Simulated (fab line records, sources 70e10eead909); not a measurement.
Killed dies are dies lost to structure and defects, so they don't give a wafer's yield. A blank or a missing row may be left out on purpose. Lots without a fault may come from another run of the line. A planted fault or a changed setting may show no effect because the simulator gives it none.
Which tool did it? | flow nand_harc | 19 lots, 57 wafers sampled, at 6 steps of a route of 1302

WHAT THE GAUGES READ, wafer by wafer
The record holds no reading of a measuring or inspecting step that can be judged against a usual standard deviation.

WHICH TOOL RAN EACH LOT (tool, then ch and the chambers of the sampled wafers, then the start)
lot  | NHARC_A_STAIRCASE_TRIM_191                    | NHARC_A_STAIRCASE_TRIM_222                    | NHARC_A_STAIRCASE_DESCUM_291       | NHARC_A_STAIRCASE_ETCH_452                    | NHARC_A_STAIRCASE_ETCH_444         | NHARC_A_STAIRCASE_ETCHBACK_422
L075 | rie_diel-13 ch 1,3, day 17 08:28 or earlier   | rie_diel-13 ch 0,1,2, day 17 08:28 or earlier | rie_diel-13 ch 0,1,2, day 17 08:28 | rie_diel-13 ch 1,2,3, day 19 10:50 or earlier | rie_diel-01 ch 0,2,3, day 19 10:50 | rie_diel-06 ch 0,2,3, day 19 15:39
L077 | rie_diel-13 ch 2,3, day 17 21:10 or earlier   | rie_diel-01 ch 0,3, day 17 21:10 or earlier   | rie_diel-13 ch 0,1,3, day 17 21:10 | rie_diel-13 ch 0,1,2, day 19 20:50 or earlier | rie_diel-13 ch 1,2,3, day 19 20:50 | rie_diel-13 ch 0,1,3, day 20 01:37
L078 | rie_diel-01 ch 0,1,2, day 18 05:37 or earlier | rie_diel-01 ch 0,1,3, day 18 05:37 or earlier | rie_diel-01 ch 0,1,2, day 18 05:37 | rie_diel-01 ch 0,1,3, day 20 09:41 or earlier | rie_diel-01 ch 0,1,2, day 20 09:41 | rie_diel-06 ch 0,2,3, day 20 15:29
L080 | rie_diel-13 ch 0,1,2, day 18 23:32 or earlier | rie_diel-06 ch 0,1,2, day 18 23:32 or earlier | rie_diel-13 ch 0,3, day 18 23:32   | rie_diel-13 ch 2,3, day 21 02:48 or earlier   | rie_diel-06 ch 0,2,3, day 21 02:48 | rie_diel-01 ch 0,2,3, day 21 07:34
L079 | rie_diel-06 ch 1,2,3, day 18 23:59 or earlier | rie_diel-01 ch 0,1,2, day 18 23:59 or earlier | rie_diel-13 ch 0,1,3, day 18 23:59 | rie_diel-13 ch 1,2,3, day 21 01:31 or earlier | rie_diel-13 ch 0,1,3, day 21 01:31 | rie_diel-01 ch 0,2,3, day 21 07:18
L081 | rie_diel-01 ch 1,2,3, day 19 23:34 or earlier | rie_diel-01 ch 1,2, day 19 23:34 or earlier   | rie_diel-13 ch 0,2,3, day 19 23:34 | rie_diel-13 ch 1,2, day 22 02:25 or earlier   | rie_diel-01 ch 0,1,3, day 22 02:25 | rie_diel-06 ch 1,2,3, day 22 06:47
L083 | rie_diel-01 ch 0,2,3, day 20 17:10 or earlier | rie_diel-06 ch 0,3, day 20 17:10 or earlier   | rie_diel-13 ch 0,1,2, day 20 17:10 | rie_diel-13 ch 0,1,3, day 22 21:25 or earlier | rie_diel-01 ch 0,2,3, day 22 21:25 | rie_diel-06 ch 0,1, day 23 03:07
L082 | rie_diel-06 ch 0,2,3, day 20 21:12 or earlier | rie_diel-06 ch 1,2, day 20 21:12 or earlier   | rie_diel-13 ch 0,2,3, day 20 21:12 | rie_diel-13 ch 1,2,3, day 22 21:35 or earlier | rie_diel-06 ch 0,2, day 22 21:35   | rie_diel-13 ch 0,1,2, day 23 03:23
L084 | rie_diel-13 ch 1,2,3, day 21 08:10 or earlier | rie_diel-06 ch 1,2,3, day 21 08:10 or earlier | rie_diel-13 ch 0,2,3, day 21 08:10 | rie_diel-13 ch 1,2, day 23 11:40 or earlier   | rie_diel-06 ch 2,3, day 23 11:40   | rie_diel-06 ch 1,2, day 23 16:56
L086 | rie_diel-06 ch 0,1, day 21 11:52 or earlier   | rie_diel-06 ch 0,3, day 21 11:52 or earlier   | rie_diel-01 ch 0,3, day 21 11:52   | rie_diel-01 ch 2,3, day 23 11:44 or earlier   | rie_diel-13 ch 2,3, day 23 11:44   | rie_diel-13 ch 0,3, day 23 16:59
L087 | rie_diel-01 ch 0,3, day 21 19:08 or earlier   | rie_diel-13 ch 0,3, day 21 19:08 or earlier   | rie_diel-06 ch 1,2,3, day 21 19:08 | rie_diel-06 ch 0,2,3, day 23 18:35 or earlier | rie_diel-06 ch 0,1,3, day 23 18:35 | rie_diel-01 ch 2,3, day 23 22:54
L088 | rie_diel-06 ch 0,2, day 22 18:44 or earlier   | rie_diel-06 ch 0,2,3, day 22 18:44 or earlier | rie_diel-06 ch 1,3, day 22 18:44   | rie_diel-06 ch 0,2, day 24 20:50 or earlier   | rie_diel-01 ch 0,1,3, day 24 20:50 | rie_diel-06 ch 1,2, day 25 01:35
L089 | rie_diel-13 ch 1,2, day 22 19:03 or earlier   | rie_diel-13 ch 1,2,3, day 22 19:03 or earlier | rie_diel-01 ch 0,1,3, day 22 19:03 | rie_diel-01 ch 0,1,3, day 24 20:43 or earlier | rie_diel-13 ch 0,1,2, day 24 20:43 | rie_diel-01 ch 2,3, day 25 02:49
L090 | rie_diel-06 ch 0,1,3, day 23 08:31 or earlier | rie_diel-01 ch 0,1, day 23 08:31 or earlier   | rie_diel-06 ch 2,3, day 23 08:31   | rie_diel-06 ch 0,1,3, day 25 06:32 or earlier | rie_diel-01 ch 0,1,2, day 25 06:32 | rie_diel-01 ch 0,1,2, day 25 12:13
L093 | rie_diel-13 ch 0,2,3, day 24 03:26 or earlier | rie_diel-13 ch 0,1, day 24 03:26 or earlier   | rie_diel-01 ch 0,1,2, day 24 03:26 | rie_diel-01 ch 1,2, day 26 11:16 or earlier   | rie_diel-06 ch 0,3, day 26 11:16   | rie_diel-13 ch 0,1,3, day 26 17:07
L091 | rie_diel-06 ch 1,2, day 24 03:01 or earlier   | rie_diel-01 ch 0,1,2, day 24 03:01 or earlier | rie_diel-06 ch 1,2, day 24 03:01   | rie_diel-06 ch 0,2, day 26 08:53 or earlier   | rie_diel-06 ch 0,2,3, day 26 08:53 | rie_diel-01 ch 0,3, day 26 14:12
L092 | rie_diel-13 ch 0,1, day 24 04:41 or earlier   | rie_diel-01 ch 0,2, day 24 04:41 or earlier   | rie_diel-13 ch 0,2,3, day 24 04:41 | rie_diel-13 ch 0,1,2, day 26 08:45 or earlier | rie_diel-01 ch 0,2, day 26 08:45   | rie_diel-13 ch 0,3, day 26 14:28
L096 | rie_diel-01 ch 1,2,3, day 25 16:17 or earlier | rie_diel-06 ch 1,2,3, day 25 16:17 or earlier | rie_diel-06 ch 0,1,2, day 25 16:17 | rie_diel-06 ch 1,2,3, day 27 16:03 or earlier | rie_diel-13 ch 1,2,3, day 27 16:03 | rie_diel-13 ch 0,1,3, day 27 21:28
L097 | rie_diel-01 ch 0,1, day 26 02:52 or earlier   | rie_diel-13 ch 1,2,3, day 26 02:52 or earlier | rie_diel-13 ch 0,1,3, day 26 02:52 | rie_diel-13 ch 1,2, day 28 05:58 or earlier   | rie_diel-13 ch 0,3, day 28 05:58   | rie_diel-13 ch 0,1,2, day 28 11:43
- NHARC_A_STAIRCASE_TRIM_191: chemistry O2, time 211.2 s.
- NHARC_A_STAIRCASE_TRIM_222: chemistry O2, time 211.2 s.
- NHARC_A_STAIRCASE_DESCUM_291: chemistry O2, time 3 s.
- NHARC_A_STAIRCASE_ETCH_452: etches the open film in CF4/O2, target depth 30 nm, overetch 3 nm, time 16.5 s.
- NHARC_A_STAIRCASE_ETCH_444: etches the open film in C4F8/O2, target depth 20400 nm, time 6800 s.
- NHARC_A_STAIRCASE_ETCHBACK_422: etches the open film in CH3F/O2, target depth 40 nm, time 74.286 s.

WHAT THE TOOLS THEMSELVES READ (means of the sampled wafers that have a number; where no wafer has one, the mark that the record gives instead)
NHARC_A_STAIRCASE_TRIM_191. Usual: drypump_motor_current_A 5.7 A, standard deviation 0.33; mfc_ar_sccm 0.014 sccm, standard deviation 0.015; oes_product_au 0.999 a.u., standard deviation 0.011; rf_vpp_V 57.8 V, standard deviation 0.95; showerhead_plenum_p_Torr 3.58 Torr, standard deviation 0.12; throttle_valve_pct 17.037 %, standard deviation 0.0093.
lot  | tool        | drypump_motor_current_A (A) | mfc_ar_sccm (sccm) | oes_product_au (a.u.) | rf_vpp_V (V) | showerhead_plenum_p_Torr (Torr) | throttle_valve_pct (%) | flag
L075 | rie_diel-13 | 5.9                         | 0.020              | 1.007                 | 57.4         | 3.63                            | 17.042                 |
L077 | rie_diel-13 | 5.6                         | 0.033              | 1.005                 | 57.2         | 3.56                            | 17.041                 |
L078 | rie_diel-01 | 5.6                         | 0.003              | 1.000                 | 57.4         | 3.61                            | 17.039                 |
L080 | rie_diel-13 | 5.5                         | 0.023              | 0.995                 | 57.5         | 3.63                            | 17.045                 |
L079 | rie_diel-06 | 5.7                         | 0.004              | 1.001                 | 57.3         | 3.45                            | 17.044                 |
L081 | rie_diel-01 | 5.9                         | 0.004              | 0.997                 | 58.5         | 3.60                            | 17.041                 |
L083 | rie_diel-01 | 5.7                         | 0.001              | 0.987                 | 59.0         | 3.66                            | 17.039                 |
L082 | rie_diel-06 | 5.6                         | 0.017              | 0.992                 | 57.4         | 3.48                            | 17.045                 |
L084 | rie_diel-13 | 5.8                         | 0.028              | 1.010                 | 57.1         | 3.61                            | 17.039                 |
L086 | rie_diel-06 | 5.5                         | 0.013              | 1.007                 | 56.8         | 3.31                            | 17.032                 |
L087 | rie_diel-01 | 5.6                         | 0.001              | 1.001                 | 58.3         | 3.75                            | 17.045                 |
L088 | rie_diel-06 | 5.9                         | 0.018              | 1.010                 | 57.8         | 3.48                            | 17.035                 |
L089 | rie_diel-13 | 5.8                         | 0.032              | 0.999                 | 58.3         | 3.66                            | 17.036                 |
L090 | rie_diel-06 | 5.4                         | 0.015              | 0.996                 | 58.2         | 3.56                            | 17.034                 |
L093 | rie_diel-13 | 5.6                         | 0.019              | 1.016                 | 57.9         | 3.55                            | 17.040                 |
L091 | rie_diel-06 | 5.8                         | 0.003              | 0.997                 | 58.1         | 3.71                            | 17.033                 |
L092 | rie_diel-13 | 5.7                         | 0.019              | 0.994                 | 57.7         | 3.66                            | 17.036                 |
L096 | rie_diel-01 | 5.9                         | 0.004              | 0.982                 | 58.5         | 3.57                            | 17.037                 |
L097 | rie_diel-01 | 5.6                         | 0.003              | 0.989                 | 58.8         | 3.67                            | 17.042                 |

NHARC_A_STAIRCASE_TRIM_222. Usual: drypump_motor_current_A 5.7 A, standard deviation 0.35; mfc_ar_sccm 0.012 sccm, standard deviation 0.014; oes_product_au 0.999 a.u., standard deviation 0.0095; rf_vpp_V 57.9 V, standard deviation 0.91; showerhead_plenum_p_Torr 3.56 Torr, standard deviation 0.14; throttle_valve_pct 17.036 %, standard deviation 0.0091.
lot  | tool        | drypump_motor_current_A (A) | mfc_ar_sccm (sccm) | oes_product_au (a.u.) | rf_vpp_V (V) | showerhead_plenum_p_Torr (Torr) | throttle_valve_pct (%) | flag
L075 | rie_diel-13 | 5.6                         | 0.023              | 1.000                 | 58.0         | 3.64                            | 17.034                 |
L077 | rie_diel-01 | 5.9                         | 0.001              | 1.003                 | 58.5         | 3.75                            | 17.030                 |
L078 | rie_diel-01 | 5.8                         | 0.004              | 0.988                 | 57.1         | 3.69                            | 17.041                 |
L080 | rie_diel-06 | 5.7                         | 0.016              | 1.003                 | 57.4         | 3.41                            | 17.031                 |
L079 | rie_diel-01 | 5.6                         | 0.003              | 0.989                 | 58.0         | 3.61                            | 17.035                 |
L081 | rie_diel-01 | 5.8                         | 0.006              | 0.993                 | 57.4         | 3.54                            | 17.036                 |
L083 | rie_diel-06 | 5.3                         | 0.016              | 1.003                 | 56.9         | 3.47                            | 17.043                 |
L082 | rie_diel-06 | 5.8                         | 0.003              | 0.993                 | 57.4         | 3.36                            | 17.033                 |
L084 | rie_diel-06 | 5.7                         | 0.004              | 0.998                 | 57.5         | 3.44                            | 17.030                 |
L086 | rie_diel-06 | 5.3                         | 0.016              | 1.005                 | 57.8         | 3.47                            | 17.032                 |
L087 | rie_diel-13 | 5.5                         | 0.005              | 1.005                 | 58.3         | 3.57                            | 17.037                 |
L088 | rie_diel-06 | 5.6                         | 0.017              | 1.003                 | 58.1         | 3.47                            | 17.029                 |
L089 | rie_diel-13 | 5.8                         | 0.028              | 1.003                 | 58.7         | 3.60                            | 17.030                 |
L090 | rie_diel-01 | 5.8                         | 0.006              | 0.994                 | 58.1         | 3.61                            | 17.042                 |
L093 | rie_diel-13 | 5.5                         | 0.009              | 0.995                 | 57.2         | 3.62                            | 17.030                 |
L091 | rie_diel-01 | 5.6                         | 0.003              | 0.990                 | 56.9         | 3.59                            | 17.029                 |
L092 | rie_diel-01 | 5.4                         | 0.000              | 0.996                 | 58.3         | 3.65                            | 17.039                 |
L096 | rie_diel-06 | 5.7                         | 0.004              | 1.005                 | 58.2         | 3.60                            | 17.039                 |
L097 | rie_diel-13 | 5.8                         | 0.028              | 1.005                 | 58.5         | 3.58                            | 17.037                 |

NHARC_A_STAIRCASE_DESCUM_291. Usual: drypump_motor_current_A 5.7 A, standard deviation 0.33; mfc_ar_sccm 0.015 sccm, standard deviation 0.015; oes_product_au 0.998 a.u., standard deviation 0.0099; rf_vpp_V 57.9 V, standard deviation 0.89; showerhead_plenum_p_Torr 1.95 Torr, standard deviation 0.07; throttle_valve_pct 11.313 %, standard deviation 0.0085.
lot  | tool        | drypump_motor_current_A (A) | mfc_ar_sccm (sccm) | oes_product_au (a.u.) | rf_vpp_V (V) | showerhead_plenum_p_Torr (Torr) | throttle_valve_pct (%) | flag
L075 | rie_diel-13 | 5.5                         | 0.023              | 0.996                 | 57.3         | 1.98                            | 11.304                 |
L077 | rie_diel-13 | 5.7                         | 0.015              | 0.993                 | 58.2         | 1.98                            | 11.310                 |
L078 | rie_diel-01 | 5.6                         | 0.003              | 0.985                 | 56.8         | 1.96                            | 11.319                 |
L080 | rie_diel-13 | 5.7                         | 0.011              | 0.999                 | 57.1         | 1.94                            | 11.325                 |
L079 | rie_diel-13 | 5.7                         | 0.015              | 0.998                 | 58.6         | 1.97                            | 11.310                 |
L081 | rie_diel-13 | 5.6                         | 0.019              | 0.997                 | 58.2         | 1.93                            | 11.312                 |
L083 | rie_diel-13 | 5.6                         | 0.023              | 1.009                 | 58.3         | 1.97                            | 11.313                 |
L082 | rie_diel-13 | 5.5                         | 0.019              | 1.003                 | 58.2         | 1.93                            | 11.315                 |
L084 | rie_diel-13 | 5.6                         | 0.019              | 1.002                 | 58.1         | 1.93                            | 11.305                 |
L086 | rie_diel-01 | 5.9                         | 0.001              | 0.997                 | 58.8         | 2.04                            | 11.315                 |
L087 | rie_diel-06 | 5.7                         | 0.004              | 0.990                 | 57.7         | 1.97                            | 11.309                 |
L088 | rie_diel-06 | 5.5                         | 0.002              | 0.997                 | 58.3         | 2.01                            | 11.308                 |
L089 | rie_diel-01 | 5.8                         | 0.004              | 0.999                 | 58.7         | 1.99                            | 11.317                 |
L090 | rie_diel-06 | 5.9                         | 0.007              | 0.987                 | 58.1         | 1.90                            | 11.303                 |
L093 | rie_diel-01 | 5.6                         | 0.003              | 0.992                 | 57.4         | 1.94                            | 11.314                 |
L091 | rie_diel-06 | 6.0                         | 0.005              | 0.981                 | 58.8         | 1.96                            | 11.316                 |
L092 | rie_diel-13 | 5.6                         | 0.019              | 1.008                 | 58.0         | 1.92                            | 11.303                 |
L096 | rie_diel-06 | 5.7                         | 0.016              | 0.997                 | 57.7         | 1.93                            | 11.318                 |
L097 | rie_diel-13 | 5.7                         | 0.015              | 1.000                 | 57.6         | 1.95                            | 11.317                 |

NHARC_A_STAIRCASE_ETCH_452. Usual: drypump_motor_current_A 5.6 A, standard deviation 0.33; mfc_ar_sccm 0.014 sccm, standard deviation 0.015; oes_product_au 0.999 a.u., standard deviation 0.01; rf_vpp_V 198.2 V, standard deviation 1.2; showerhead_plenum_p_Torr 1.36 Torr, standard deviation 0.05; throttle_valve_pct 13.397 %, standard deviation 0.0098.
lot  | tool        | drypump_motor_current_A (A) | mfc_ar_sccm (sccm) | oes_product_au (a.u.) | rf_vpp_V (V) | showerhead_plenum_p_Torr (Torr) | throttle_valve_pct (%) | flag
L075 | rie_diel-13 | 5.8                         | 0.028              | 1.008                 | 198.6        | 1.37                            | 13.395                 |
L077 | rie_diel-13 | 5.5                         | 0.023              | 0.997                 | 198.0        | 1.38                            | 13.402                 |
L078 | rie_diel-01 | 5.8                         | 0.004              | 1.000                 | 198.9        | 1.40                            | 13.398                 |
L080 | rie_diel-13 | 5.8                         | 0.024              | 1.011                 | 198.0        | 1.35                            | 13.399                 |
L079 | rie_diel-13 | 5.8                         | 0.028              | 1.008                 | 198.5        | 1.37                            | 13.399                 |
L081 | rie_diel-13 | 5.8                         | 0.032              | 1.007                 | 199.0        | 1.39                            | 13.402                 |
L083 | rie_diel-13 | 5.7                         | 0.015              | 1.001                 | 197.9        | 1.37                            | 13.390                 |
L082 | rie_diel-13 | 5.8                         | 0.028              | 1.006                 | 198.4        | 1.36                            | 13.397                 |
L084 | rie_diel-13 | 5.6                         | 0.037              | 0.997                 | 197.7        | 1.36                            | 13.403                 |
L086 | rie_diel-01 | 5.9                         | 0.001              | 0.997                 | 198.1        | 1.38                            | 13.403                 |
L087 | rie_diel-06 | 5.6                         | 0.017              | 1.000                 | 197.2        | 1.32                            | 13.392                 |
L088 | rie_diel-06 | 5.9                         | 0.018              | 0.998                 | 197.6        | 1.32                            | 13.393                 |
L089 | rie_diel-01 | 5.8                         | 0.004              | 1.001                 | 198.9        | 1.39                            | 13.393                 |
L090 | rie_diel-06 | 5.4                         | 0.015              | 0.995                 | 198.1        | 1.34                            | 13.392                 |
L093 | rie_diel-01 | 5.8                         | 0.006              | 0.987                 | 196.8        | 1.33                            | 13.391                 |
L091 | rie_diel-06 | 5.9                         | 0.018              | 0.990                 | 197.6        | 1.31                            | 13.405                 |
L092 | rie_diel-13 | 5.5                         | 0.023              | 0.996                 | 197.9        | 1.36                            | 13.390                 |
L096 | rie_diel-06 | 5.7                         | 0.004              | 0.997                 | 198.0        | 1.36                            | 13.403                 |
L097 | rie_diel-13 | 5.8                         | 0.032              | 1.011                 | 198.7        | 1.38                            | 13.403                 |

NHARC_A_STAIRCASE_ETCH_444. Usual: oes_product_au 0.931 a.u., standard deviation 0.018; rf_vpp_V 808 V, standard deviation 4.4.
lot  | tool        | oes_product_au (a.u.) | rf_vpp_V (V) | flag
L075 | rie_diel-01 | 0.914                 | 811          |
L077 | rie_diel-13 | 0.927                 | 809          |
L078 | rie_diel-01 | 0.922                 | 810          |
L080 | rie_diel-06 | 0.932                 | 805          |
L079 | rie_diel-13 | 0.926                 | 810          |
L081 | rie_diel-01 | 0.923                 | 811          |
L083 | rie_diel-01 | 0.926                 | 809          |
L082 | rie_diel-06 | 0.974                 | 803          |
L084 | rie_diel-06 | 0.920                 | 806          |
L086 | rie_diel-13 | 0.972                 | 807          |
L087 | rie_diel-06 | 0.921                 | 808          |
L088 | rie_diel-01 | 0.958                 | 811          |
L089 | rie_diel-13 | 0.918                 | 809          |
L090 | rie_diel-01 | 0.959                 | 809          |
L093 | rie_diel-06 | 0.929                 | 803          |
L091 | rie_diel-06 | 0.923                 | 805          |
L092 | rie_diel-01 | 0.919                 | 810          |
L096 | rie_diel-13 | 0.926                 | 808          |
L097 | rie_diel-13 | 0.930                 | 806          |

NHARC_A_STAIRCASE_ETCHBACK_422. Usual: drypump_motor_current_A 5.7 A, standard deviation 0.34; mfc_ar_sccm 200.0 sccm, standard deviation 0.55; oes_product_au 0.96 a.u., standard deviation 0.038; rf_vpp_V 244.9 V, standard deviation 1.4; showerhead_plenum_p_Torr 2.50 Torr, standard deviation 0.083; throttle_valve_pct 20.662 %, standard deviation 0.0091.
lot  | tool        | drypump_motor_current_A (A) | mfc_ar_sccm (sccm) | oes_product_au (a.u.) | rf_vpp_V (V) | showerhead_plenum_p_Torr (Torr) | throttle_valve_pct (%) | flag
L075 | rie_diel-06 | 5.6                         | 200.2              | 0.92                  | 243.1        | 2.43                            | 20.667                 |
L077 | rie_diel-13 | 5.7                         | 199.7              | 1.00                  | 245.0        | 2.53                            | 20.668                 |
L078 | rie_diel-06 | 5.6                         | 200.0              | 0.93                  | 245.0        | 2.42                            | 20.663                 |
L080 | rie_diel-01 | 5.7                         | 200.2              | 0.92                  | 245.8        | 2.55                            | 20.660                 |
L079 | rie_diel-01 | 5.7                         | 200.3              | 0.92                  | 245.2        | 2.55                            | 20.662                 |
L081 | rie_diel-06 | 5.7                         | 200.1              | 0.99                  | 244.5        | 2.52                            | 20.656                 |
L083 | rie_diel-06 | 5.3                         | 200.5              | 1.00                  | 243.5        | 2.45                            | 20.661                 |
L082 | rie_diel-13 | 5.6                         | 200.1              | 1.00                  | 245.6        | 2.51                            | 20.660                 |
L084 | rie_diel-06 | 6.0                         | 199.8              | 0.92                  | 246.3        | 2.52                            | 20.664                 |
L086 | rie_diel-13 | 5.5                         | 200.3              | 1.01                  | 244.9        | 2.48                            | 20.669                 |
L087 | rie_diel-01 | 5.7                         | 200.0              | 0.92                  | 244.9        | 2.47                            | 20.673                 |
L088 | rie_diel-06 | 6.1                         | 200.1              | 0.92                  | 245.7        | 2.52                            | 20.654                 |
L089 | rie_diel-01 | 5.7                         | 200.2              | 0.99                  | 244.1        | 2.47                            | 20.668                 |
L090 | rie_diel-01 | 5.6                         | 200.1              | 0.99                  | 245.2        | 2.49                            | 20.666                 |
L093 | rie_diel-13 | 5.7                         | 199.6              | 0.93                  | 244.7        | 2.51                            | 20.666                 |
L091 | rie_diel-01 | 5.6                         | 200.2              | 0.92                  | 245.6        | 2.59                            | 20.660                 |
L092 | rie_diel-13 | 5.7                         | 200.2              | 0.94                  | 244.7        | 2.47                            | 20.657                 |
L096 | rie_diel-13 | 5.7                         | 200.0              | 1.00                  | 245.4        | 2.51                            | 20.666                 |
L097 | rie_diel-13 | 5.5                         | 200.1              | 1.00                  | 245.0        | 2.50                            | 20.657                 |

THE ANSWER, worked out from the rows above alone
Rule: a lot is off if the mean of its wafers that have a number lies more than 3 standard deviations from the usual mean. A lot without any number at a reading at which 4 lots or more have one is off too. The other lots that the step has rows for count as sound. The gauges are gone through in route order, then the tools' own readings, and for those a lot's mean is taken as printed above. The first step at which some lot is off is used, and at that step the reading that is off furthest; a lot without a number counts as furthest.
No lot is off at any reading shown: from this, nothing can be told.

WHAT THE SIMULATOR HAD PUT IN
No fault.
